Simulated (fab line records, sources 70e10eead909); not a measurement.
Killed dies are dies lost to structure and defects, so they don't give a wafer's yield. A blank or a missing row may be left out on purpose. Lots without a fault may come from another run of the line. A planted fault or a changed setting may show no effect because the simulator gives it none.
Which tool did it? | flow nand_harc | 6 lots, 18 wafers sampled, at 2 steps of a route of 1159

WHAT THE GAUGES READ, wafer by wafer
NHARC_A_SIN_REMOVE_INSPECT_04.
lot  | measured     | on                | raw_defect_count
L497 | day 14 18:01 | defect_inspect-02 | 270 262 234
L500 | day 15 18:11 | defect_inspect-01 | 458 250 319
L510 | day 18 09:39 | defect_inspect-01 | 483 408 512
L514 | day 18 20:05 | defect_inspect-01 | 263 238 288
L515 | day 19 14:38 | defect_inspect-01 | 325 243 279
L517 | day 19 23:55 | defect_inspect-01 | 452 448 347

WHICH TOOL RAN EACH LOT (tool, then ch and the chambers of the sampled wafers, then the start)
lot  | NHARC_A_SLIT_ETCH_29
L497 | rie_diel-02 ch 0,3, day 14 11:28
L500 | rie_diel-02 ch 0,2, day 15 10:25
L510 | rie_diel-09 ch 1,2, day 18 03:05
L514 | rie_diel-07 ch 1,2,3, day 18 13:28
L515 | rie_diel-02 ch 0,1,2, day 19 06:29
L517 | rie_diel-09 ch 0,1,2, day 19 16:34
- NHARC_A_SLIT_ETCH_29: etches the open film in CF4/O2, target depth 100 nm, overetch 10 nm, time 55 s.

THE ANSWER, worked out from the rows above alone
Rule: what is usual is taken from the lots themselves. Put in order of their means at a reading, lots are off if they are a third of the lots or fewer, leave a main group of 4 or more, and stand apart from it by a gap of 3 or more times the standard deviation of the main group's means; of several such gaps the widest counts. A main group whose means are all the same, to the digits that the tables above print for the reading, isn't used. A lot without any number at a reading at which 4 lots or more have one is off too. The other lots that the step has rows for count as sound.
No lot is off at any reading shown: from this, nothing can be told.

WHAT THE SIMULATOR HAD PUT IN
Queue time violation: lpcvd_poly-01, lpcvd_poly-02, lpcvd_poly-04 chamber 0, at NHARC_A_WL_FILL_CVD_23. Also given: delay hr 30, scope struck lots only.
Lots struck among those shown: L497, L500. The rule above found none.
